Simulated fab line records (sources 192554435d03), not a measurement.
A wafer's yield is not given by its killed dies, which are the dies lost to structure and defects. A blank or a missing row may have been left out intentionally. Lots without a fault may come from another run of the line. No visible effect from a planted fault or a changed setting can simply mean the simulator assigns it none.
Lot-split experiment	flow n5 finfet	route with 1938 steps; 7 lots, 39 wafers read

== THE SPLIT ==
At N5_HKMG_FIN_DESCUM_53 (chemistry O2, time 7.9 s), the setting time s was moved away from the recipe's 7.9 s on 15 of the 39 wafers read, by -48.7% to +33.0%. All remaining wafers had this setting at the recipe value.

No step appears in the file between the split and the reading.

== THE READING ==
CAR-ArF_of_HKMG_FIN_COAT_43.thk nm (the simulator's own value, which no gauge read), in nm, at N5_HKMG_FIN_ETCH_54 (etches SiARC in CF4, target depth 45.5 nm, time 75.8 s). The file does not state a usual value for it. Across the 24 wafers here that went through the recipe, the average is 50.8 nm and the standard deviation 0.25 nm.

wafer	tool, chamber at the split	time s as run, s	against the recipe	CAR-ArF_of_HKMG_FIN_COAT_43.thk nm, nm	against lot-mates on the recipe
L074.1	rie diel-01, 0,2	4.721	-40.2%	52.8	+1.7
L074.2	rie diel-01, 0,2	4.721	-40.2%	52.8	+1.7
L074.6	rie diel-01, 1	4.721	-40.2%	52.8	+1.7
L074.3	rie diel-01, 3	7.9	recipe	51.2	-
L074.4	rie diel-01, 1	7.9	recipe	51.2	-
L074.5	rie diel-01, 2	7.9	recipe	51	-
L080.1	rie diel-01, 0	7.9	recipe	50.6	-
L080.2	rie diel-01, 1,2,1	7.9	recipe	50.6	-
L080.3	rie diel-01, 1,2,1	7.9	recipe	50.6	-
L080.6	rie diel-01, 3,0	7.9	recipe	50.6	-
L080.4	rie diel-01, 3,0	7.9	recipe	50.4	-
L080.5	rie diel-01, 1,2,1	7.9	recipe	50.4	-
L084.1	rie diel-01, 3,2	7.9	recipe	50.8	-
L084.3	rie diel-01, 0	7.9	recipe	50.8	-
L084.2	rie diel-01, 3,2	7.9	recipe	51	-
L084.4	rie diel-01, 1,0	5.729	-27.5%	52	+1.1
L084.5	rie diel-01, 1,0	5.729	-27.5%	51.8	+0.9
L084.6	rie diel-01, 3	5.729	-27.5%	52.2	+1.3
L085.1	rie diel-02, 0,3,2	10.51	+33.0%	49.2	-1.7
L085.2	rie diel-02, 0,3,2	10.51	+33.0%	49.2	-1.7
L085.3	rie diel-02, 0,3,2	10.51	+33.0%	49.2	-1.7
L085.4	rie diel-02, 1,3,2	7.9	recipe	51	-
L085.5	rie diel-02, 1,3,2	7.9	recipe	51	-
L085.6	rie diel-02, 1,3,2	7.9	recipe	50.8	-
L086.1	rie diel-06, 1,3,0	9.313	+17.9%	49.8	-1.2
L086.2	rie diel-06, 0,2,3	7.9	recipe	51	-
L086.3	rie diel-06, 0,2,3	7.9	recipe	51	-
L086.4	rie diel-06, 0,2,3	7.9	recipe	51	-
L086.5	rie diel-06, 1,3,0	9.313	+17.9%	50	-1.0
L086.6	rie diel-06, 1,3,0	9.313	+17.9%	50	-1.0
L088.1	rie diel-02, 1,2	7.9	recipe	50.8	-
L088.2	rie diel-02, 0	4.052	-48.7%	52.8	+2.3
L088.4	rie diel-02, 3,1	4.052	-48.7%	52.8	+2.3
L088.3	rie diel-02, 2	7.9	recipe	50.2	-
L088.5	rie diel-02, 3,1	4.052	-48.7%	53	+2.5
L088.6	rie diel-02, 1,2	7.9	recipe	50.6	-
L097.1	rie diel-01, 3,1	7.9	recipe	51	-
L097.2	rie diel-01, 3,1	7.9	recipe	50.8	-
L097.3	rie diel-01, 0	7.9	recipe	50.6	-
If several chambers appear in one row, that row covers several wafers at once and the file leaves open which wafer was in which chamber.

THE FIT
A straight line over all 39 wafers: CAR-ArF_of_HKMG_FIN_COAT_43.thk nm changes by -0.0461 nm for each +1% of time s; r = -0.98; the points scatter about the line by 0.22 nm.
The same after taking each lot's own level away (the mean of its wafers on the recipe; 39 wafers): -0.0474 nm for each +1%; r = -0.99; scatter 0.15 nm.
On that fit, the largest move of time s shifts the reading by 2.3 nm.
The lots' own levels span 50.53 to 51.13 nm, that is 2.4 times the standard deviation above.
The two slopes are in agreement: the lot-to-lot level therefore moves the slope only a little.
Check: with one of the wafers moved furthest among these (-48.7%) left out of the fit, the line predicts +2.25 nm for it against its lot-mates. Against them it came out at +2.27 nm.

== OTHER SPLITS ON THESE WAFERS ==
Before the reading, these wafers also passed through other splits. Each is held against what the fit with the lots' levels taken away leaves over:
other split on the same wafers	wafers away from the commonest value	r with CAR-ArF_of_HKMG_FIN_COAT_43.thk nm (lot level and that fit taken away)
N5_ZERO_LAYER_DEVELOP_10 develop time s	18	-0.09
N5_FIN_SAQP_HM_DEP_03 time s	12	-0.25
N5_SD_EPI_N_DEVELOP_08 develop time s	18	-0.14

== THE WHOLE CHAIN: every reading that the file lists as answering this split, in the file's order ==
step	what it does	reading	change (the file's fit)	r (the file's)
N5_HKMG_FIN_DESCUM_53	chemistry O2, time 7.9 s	CAR-ArF_of_HKMG_FIN_COAT_43.thk nm (the simulator's own value, which no gauge read)	-0.0475 nm for each +1% of the setting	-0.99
N5_HKMG_FIN_ETCH_54	etches SiARC in CF4, target depth 45.5 nm, time 75.8 s	CAR-ArF_of_HKMG_FIN_COAT_43.thk nm (the simulator's own value, which no gauge read)	-0.0468 nm for each +1% of the setting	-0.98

== THE FILE'S OWN FIT ==
CAR-ArF_of_HKMG_FIN_COAT_43.thk nm changes by -0.0468 nm for each +1% of time s, r = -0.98.
